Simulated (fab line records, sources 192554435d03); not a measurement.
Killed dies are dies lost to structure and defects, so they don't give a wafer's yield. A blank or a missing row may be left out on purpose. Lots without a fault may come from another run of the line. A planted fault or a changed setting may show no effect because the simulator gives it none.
Split-lot experiment | flow n5_finfet | 7 lots, 21 wafers read, on a route of 1938 steps

THE SPLIT
At N5_BEOL_M10_ILD_DEP_00 (deposits SiCOH lowk from DEMS/porogen, target thk 308.51 nm, time 58 s), the setting time_s was moved away from the recipe's 58 s on 9 of the 21 wafers read, by -13.1% to +13.3%. The other wafers ran this setting at the recipe's value.

FROM THE SPLIT TO THE READING: what the file shows between them, 1 step
- N5_BEOL_M10_CURE_71: cures SiCOH lowk, time 240 s

THE READING
M10_ILD_THK, in nm, at N5_BEOL_M10_THK_MEAS_01. Fault-free wafers of this fab line usually give 268 nm, standard deviation 3.4 nm.

wafer  | tool, chamber at the split | time_s as run, s | against the recipe | M10_ILD_THK, nm | against lot-mates on the recipe
L077.1 | pecvd-01, 1                | 62.32            | +7.4%              | 288             | +20
L077.2 | pecvd-01, 0                | 58               | recipe             | 268             | -
L077.6 | pecvd-01, 2                | 62.32            | +7.4%              | 291             | +23
L081.1 | pecvd-04, 2                | 54.99            | -5.2%              | 251             | -15
L081.4 | pecvd-04, 2                | 58               | recipe             | 266             | -
L081.6 | pecvd-04, 0                | 54.99            | -5.2%              | 254             | -12
L080.1 | pecvd-03, 1                | 58               | recipe             | 261             | -
L080.3 | pecvd-03, 0                | 60.83            | +4.9%              | 276             | +12
L080.4 | pecvd-03, 2                | 58               | recipe             | 266             | -
L086.1 | pecvd-03, 1                | 65.74            | +13.3%             | 300             | +32
L086.3 | pecvd-03, 0                | 58               | recipe             | 266             | -
L086.5 | pecvd-03, 0                | 58               | recipe             | 271             | -
L090.2 | pecvd-01, 2,1              | 58               | recipe             | 273             | -
L090.3 | pecvd-01, 1                | 53.12            | -8.4%              | 247             | -26
L090.5 | pecvd-01, 2,1              | 58               | recipe             | 273             | -
L092.2 | pecvd-03, 0                | 58               | recipe             | 263             | -
L092.4 | pecvd-03, 1                | 50.39            | -13.1%             | 232             | -31
L092.6 | pecvd-03, 0                | 50.39            | -13.1%             | 230             | -33
L096.1 | pecvd-04, 0                | 58               | recipe             | 267             | -
L096.2 | pecvd-04, 1                | 58               | recipe             | 269             | -
L096.6 | pecvd-04, 1                | 58               | recipe             | 268             | -
Where a row lists several chambers, the file gives one row for several wafers and doesn't say which wafer went through which chamber.

THE FIT
A straight line over all 21 wafers: M10_ILD_THK changes by +2.67 nm for each +1% of time_s; r = +0.98; the points scatter about the line by 3.3 nm.
The same after taking each lot's own level away (the mean of its wafers on the recipe; 21 wafers): +2.56 nm for each +1%; r = +0.99; scatter 2.1 nm.
On that fit, the largest move of time_s shifts the reading by 34 nm.
The lots' own levels span 263.0 to 273.0 nm, that is 2.9 times the standard deviation above.
So the lot-to-lot level changes the slope little: the two slopes agree.
Check: with one of the wafers moved furthest among these (+13.3%) left out of the fit, the line predicts +35.3 nm for it against its lot-mates. It came out at +31.5 nm against them.

OTHER SPLITS ON THESE WAFERS
These wafers also went through other splits before the reading. Each is held against what the fit with the lots' levels taken away leaves over:
other split on the same wafers | wafers away from the commonest value | r with M10_ILD_THK (lot level and that fit taken away)
N5_BEOL_M8_ILD_DEP_00 time_s   | 6                                    | +0.27
N5_BEOL_M8_ETCH_65 source_w    | 11                                   | -0.29

THE WHOLE CHAIN: every reading that the file lists as answering this split, in the file's order
step                    | what it does                                                           | reading                                                                                   | change (the file's fit)              | r (the file's)
N5_BEOL_M10_ILD_DEP_00  | deposits SiCOH lowk from DEMS/porogen, target thk 308.51 nm, time 58 s | SiCOH_lowk_of_BEOL_M10_ILD_DEP_00.thk_nm (the simulator's own value, which no gauge read) | +2.9 nm for each +1% of the setting  | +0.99
N5_BEOL_M10_CURE_71     | cures SiCOH lowk, time 240 s                                           | SiCOH_lowk_of_BEOL_M10_ILD_DEP_00.thk_nm (the simulator's own value, which no gauge read) | +2.56 nm for each +1% of the setting | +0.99
N5_BEOL_M10_THK_MEAS_01 |                                                                        | M10_ILD_THK                                                                               | +2.56 for each +1% of the setting    | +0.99

THE FILE'S OWN FIT
M10_ILD_THK changes by +2.56 nm for each +1% of time_s, r = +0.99.
